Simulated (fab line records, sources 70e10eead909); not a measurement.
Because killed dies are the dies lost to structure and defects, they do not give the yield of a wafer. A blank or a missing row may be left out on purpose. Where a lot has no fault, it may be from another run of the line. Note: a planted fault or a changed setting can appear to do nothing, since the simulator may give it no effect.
A lot that was struck, set against a sound lot :: flow nand-harc :: 14 steps out of a route of 1302
Sound: the wafers L956.1, L956.2, L956.3. Wafers struck: L948.1, L948.3, L948.6. The cause comes at the end.
At each step with rows: each side's tool, then ch and its chambers, then its first start. Under that, the readings that differ: sound wafers :: struck wafers :: difference of the means :: sigmas: that difference in standard deviations of wafers without a fault.
alike: readings with means less than 2 such deviations apart, plus words and numbers identical on both sides. not compared: withheld readings, readings lacking a value on some wafer, bounds such as >300 that could conceal the same value, and numbers that have no deviation in the record and whose values overlap.
The two part at a step that has a row with sigmas, a row that says differs or no value, or rows on one side only. Numbers that have no deviation but don't overlap get no sigmas and don't part them. A reading missing from all wafers of one side parts the sides only when that side holds two or more wafers.

NHARC_A_SGD_CUT_INSPECT_11:
  sound on defect-inspect-02 at day 27 10:29; struck on defect-inspect-02 at day 23 16:08
  alike: raw-defect-count
NHARC_A_SGD_CUT_DESCUM_14: chemistry O2, time 3 s.
  sound on rie-diel-01 ch 0,2,3, day 27 10:33; struck on rie-diel-01 ch 0,2,3, day 23 16:12
  alike: drypump-motor-current-A, o2-flow-sccm, oes-product-au, rf-vpp-V, showerhead-plenum-p-Torr, throttle-valve-pct
  not compared: rf-hours-counter-h
NHARC_A_SGD_CUT_ETCH_58: etches the open film in CF4, target depth 39 nm, time 65 s.
  sound on rie-diel-01 ch 0,2,3, day 27 10:38; struck on rie-diel-01 ch 1,2, day 23 16:17
  alike: drypump-motor-current-A, oes-product-au, rf-vpp-V, showerhead-plenum-p-Torr, throttle-valve-pct
  not compared: rf-hours-counter-h
then, 1 step without rows for these wafers: NHARC_A_SGD_CUT_ETCH_59 (etches the open film in N2/H2, target depth 260 nm, time 406.25 s).
NHARC_A_SGD_CUT_ETCH_15: etches the open film in CH3F/O2, target depth 75 nm, time 64.3 s.
  sound: rie-diel-01 ch 1,2,3; struck: rie-diel-01 ch 0,1,2
  alike: drypump-motor-current-A, o2-flow-sccm, oes-product-au, rf-vpp-V, showerhead-plenum-p-Torr, throttle-valve-pct
  not compared: rf-hours-counter-h
NHARC_A_SGD_CUT_ETCH_16: etches the open film in C4F8/O2/Ar, target depth 310.5 nm, time 155.2 s.
  sound: rie-diel-01 ch 0,2,3; struck: rie-diel-01 ch 0,1,3
  alike: oes-product-au, rf-vpp-V
  not compared: rf-hours-counter-h
then, 1 step without rows for these wafers: NHARC_A_SGD_CUT_STRIP_60 (strips in C4F8/O2/Ar).
NHARC_A_SGD_CUT_STRIP_17: strips in O2.
  sound: rie-diel-01 ch 0,1,2; struck: rie-diel-01 ch 0,1,2
  alike: drypump-motor-current-A, o2-flow-sccm, oes-product-au, rf-vpp-V, showerhead-plenum-p-Torr, throttle-valve-pct
  not compared: rf-hours-counter-h
then, 4 steps without rows for these wafers: NHARC_A_SGD_CUT_PRECLEAN_18 (cleans in SC1); NHARC_A_SGD_CUT_SRD_19; NHARC_A_SGD_CUT_DEP_20 (deposits SiO2, target thk 150 nm); NHARC_A_SGD_CUT_ANNEAL_27 (time 1800 s).
NHARC_A_SGD_CUT_CMP_21: polishes, target thk 148.19 nm.
  sound on cmp-03 ch 1,2,3, day 27 16:28; struck on cmp-01 ch 0,1, day 23 22:06
  no value came back on the struck wafers for edge-zone-pressure-frac, motor-current-A (A), time-to-endpoint-s (s); on the sound wafers edge-zone-pressure-frac reads 0.992 0.999 1.009
-- the record jumps here: 5 days lie between the struck wafers' starts before and after (it left off in module A_SGD_CUT and takes up again in module END, whose first step shown is number 1302 of the route) --
NHARC_END_SORT_01:
  sound on prober-01 ch 0, day 32 22:42; struck on prober-01 ch 0, day 28 22:31
reading: killed-at-array
sound: 29 28 19
struck: 665 668 670
difference: +642
sigmas: +36

reading: killed-dies
sound: 36 32 26
struck: 677 677 677
difference: +646
sigmas: +36
  alike: killed-at-other, killed-at-periphery, killed-open, killed-short

== WHERE THEY PART ==
Last at NHARC_END_SORT_01 as far as this record goes, first at NHARC_A_SGD_CUT_CMP_21.

WHY: whatever the simulator had introduced
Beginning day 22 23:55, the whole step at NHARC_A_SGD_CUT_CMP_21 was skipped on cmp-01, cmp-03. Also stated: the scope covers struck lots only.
